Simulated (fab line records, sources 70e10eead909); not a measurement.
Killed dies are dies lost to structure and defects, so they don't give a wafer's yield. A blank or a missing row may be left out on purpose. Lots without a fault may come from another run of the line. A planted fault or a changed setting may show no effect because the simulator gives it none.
A struck lot beside a sound one | flow nand_harc | 41 steps out of a route of 1302
Sound: wafers L538.4, L538.5, L538.6. Struck: wafers L549.1, L549.6. (L549.5 of the same lot was not struck and is left out.) The cause comes at the end.
At each step with rows: each side's tool, then ch and its chambers, then its first start. Under that, the readings that differ: sound wafers | struck wafers | difference of the means | sigmas: that difference in standard deviations of wafers without a fault.
alike: readings whose means differ by less than 2 such deviations, and words and numbers that are the same on both sides. not compared: withheld readings, readings that some wafer has no value for, bounds like >300 that may hide the same value, and numbers for which the record gives no deviation and whose values overlap.
The two part at a step that has a row with sigmas, a row that says differs or no value, or rows on one side only. Numbers that don't overlap but have no deviation are shown without sigmas and don't part them. A reading that every wafer of one side lacks parts them only if that side has two wafers or more.

first, 7 steps without rows for these wafers: NHARC_A_M1_COAT_34 (time 65 s); NHARC_A_M1_COAT_03 (resist thk 90 nm); NHARC_A_M1_SOFTBAKE_04 (time 55 s); NHARC_A_M1_EBR_05; NHARC_A_M1_EXPOSE_06 (exposes mask A M1, target cd 120 nm); NHARC_A_M1_PEB_07 (peb time 65 s); NHARC_A_M1_DEVELOP_08 (develop time 35 s).
NHARC_A_M1_CD_MEAS_09: target cd 120 nm.
  sound on cd_sem-02 ch 0, day 24 17:14; struck on cd_sem-02 ch 0, day 28 06:12
  alike: cd_nm
NHARC_A_M1_OVL_MEAS_10: pitch 240 nm.
  sound on overlay-02, day 24 17:19; struck on overlay-02, day 28 06:17
  alike: overlay_x_nm, overlay_y_nm
NHARC_A_M1_INSPECT_11:
  sound on defect_inspect-01, day 24 17:22; struck on defect_inspect-01, day 28 06:19
  alike: raw_defect_count
then, 1 step without rows for these wafers: NHARC_A_M1_DESCUM_14 (chemistry O2, time 3 s).
NHARC_A_M1_ETCH_35: etches the open film in N2/H2, target depth 40 nm, overetch 12 nm, time 43.94 s.
  sound on rie_diel-02 ch 0,1,2, day 24 17:32; struck on rie_diel-02 ch 0, day 28 06:29
  alike: drypump_motor_current_A, oes_product_au, rf_vpp_V, showerhead_plenum_p_Torr, throttle_valve_pct
  not compared: rf_hours_counter_h
NHARC_A_M1_ETCH_15: etches the open film in C4F8/Ar, target depth 182.5 nm, time 91.2 s.
  sound on rie_diel-02 ch 0,1,2, day 24 17:39; struck on rie_diel-02 ch 0, day 28 06:34
  alike: oes_product_au, rf_vpp_V
  not compared: rf_hours_counter_h
NHARC_A_M1_CD_MEAS_16:
  sound on cd_sem-01, day 24 17:46; struck on cd_sem-01, day 28 06:41
  reading    | sound             | struck      | difference | sigmas
  cd_nm (nm) | 119.1 119.9 119.8 | 121.2 120.6 | +1.3       | +2
then, 4 steps without rows for these wafers: NHARC_A_M1_STRIP_18 (strips in N2/H2); NHARC_A_M1_ETCH_28 (etches the open film in CF4/N2, target depth 30 nm, time 72.99 s); NHARC_A_M1_STRIP_19 (strips in post etch residue remover, time 600 s); NHARC_A_M1_DEGAS_29 (time 60 s).
NHARC_A_M1_PRE_CLEAN_30: time 30 s.
  sound on pvd_sputter-02; struck on pvd_sputter-02
  alike: heater_power_w
NHARC_A_M1_PVD_20: deposits TaN, target thk 5 nm, time 8.06 s.
  sound on pvd_sputter-02; struck on pvd_sputter-02
  alike: cathode_dc_power_W, throttle_valve_pct
NHARC_A_M1_PVD_21: deposits Cu, target thk 30 nm, time 20.49 s.
  sound on pvd_sputter-02; struck on pvd_sputter-02
  alike: cathode_dc_power_W, throttle_valve_pct
then, 2 steps without rows for these wafers: NHARC_A_M1_ECD_22 (material Cu, target thk 400 nm); NHARC_A_M1_ANNEAL_31 (time 90 s).
NHARC_A_M1_CMP_23: polishes, t overpolish 20 s, target thk 154.34 nm.
  sound on cmp-03 ch 0,1,2, day 24 19:37; struck on cmp-03 ch 0,2, day 28 08:34
  alike: motor_current_A, time_to_endpoint_s
NHARC_A_M1_THK_MEAS_24: measures by xrf.
  sound on film_metro-02, day 24 19:52; struck on film_metro-02, day 28 08:47
  alike: thk_nm
then, 5 steps without rows for these wafers: NHARC_A_M1_SRD_25; NHARC_A_M1_PRE_CLEAN_32 (time 12 s); NHARC_A_M1_DEP_33 (deposits SiCN, target thk 30 nm); NHARC_A_BONDPAD_DEP_00 (deposits SiCN, target thk 250 nm); NHARC_A_BONDPAD_CMP_29 (polishes SiCN, target thk 200 nm).
NHARC_A_BONDPAD_THK_MEAS_30: measures by ellipsometry.
  sound on film_metro-02, day 24 21:23; struck on film_metro-02, day 28 10:18
  alike: thk_nm
then, 9 steps without rows for these wafers: NHARC_A_BONDPAD_SRD_31; NHARC_A_BONDPAD_DEHYDRATE_01 (time 120 s); NHARC_A_BONDPAD_HMDS_02 (time 30 s); NHARC_A_BONDPAD_COAT_33 (time 65 s); NHARC_A_BONDPAD_COAT_03 (resist thk 600 nm); NHARC_A_BONDPAD_SOFTBAKE_04 (time 70 s); NHARC_A_BONDPAD_EBR_05; NHARC_A_BONDPAD_EXPOSE_06 (exposes mask A BPAD); NHARC_A_BONDPAD_PEB_07 (peb time 80 s).
NHARC_END_SORT_01:
  the record has rows for the struck wafers here (prober-01 ch 0, day 29 18:44) and none for the sound ones

WHERE THEY PART
First at NHARC_A_M1_CD_MEAS_16; last, within this record, at NHARC_END_SORT_01.

WHY: what the simulator had put in
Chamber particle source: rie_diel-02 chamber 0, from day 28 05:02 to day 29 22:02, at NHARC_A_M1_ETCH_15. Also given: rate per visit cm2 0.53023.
